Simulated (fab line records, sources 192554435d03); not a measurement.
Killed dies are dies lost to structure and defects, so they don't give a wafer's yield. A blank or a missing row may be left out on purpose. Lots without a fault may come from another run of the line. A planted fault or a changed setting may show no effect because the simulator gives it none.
Chamber matching | flow n5_finfet | N5_BEOL_M2_PRE_CLEAN_60 on cvd_co-01: 3 sister chambers
The step time 15 s. 3 wafers are shown with their chamber, then 12 later ones without.

WAFERS WITH THEIR CHAMBER
wafer  | chamber | heater_power_w (W)
L090.1 | 0       | 102
L090.2 | 1       | 78
L090.3 | 2       | 90

WAFERS WITHOUT THEIR CHAMBER
wafer  | heater_power_w (W)
L090.4 | 86
L090.5 | 79
L090.6 | 102
L094.1 | 81
L094.3 | 91
L094.4 | 101
L095.2 | 81
L095.4 | 93
L095.5 | 80
L097.3 | 79
L097.4 | 103
L097.6 | 90

WHICH CHAMBER EACH WENT THROUGH
wafer  | from the rows above     | in truth
L090.4 | can't be placed: 2 or 1 | 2
L090.5 | 1                       | 1
L090.6 | 0                       | 0
L094.1 | 1                       | 1
L094.3 | 2                       | 2
L094.4 | 0                       | 0
L095.2 | 1                       | 1
L095.4 | 2                       | 2
L095.5 | 1                       | 1
L097.3 | 1                       | 1
L097.4 | 0                       | 0
L097.6 | 2                       | 2
Placed correctly: 11 of 12. Can't be placed from these rows: 1 (the true chamber is among the candidates in 1). Placed wrongly: 0.
How it was worked out, from the rows above alone: a wafer's distance from a chamber is the root of the sum, over the readings, of the square of ((its reading less the chamber's mean) divided by the reading's scatter). The wafer belongs to the nearest chamber; if the next one is less than 2 further off, it can't be placed. A chamber's mean is the mean of its shown wafers. The scatter: with one shown wafer a chamber, the root of the mean of the squares of how far each hidden wafer lies from its nearest shown one.
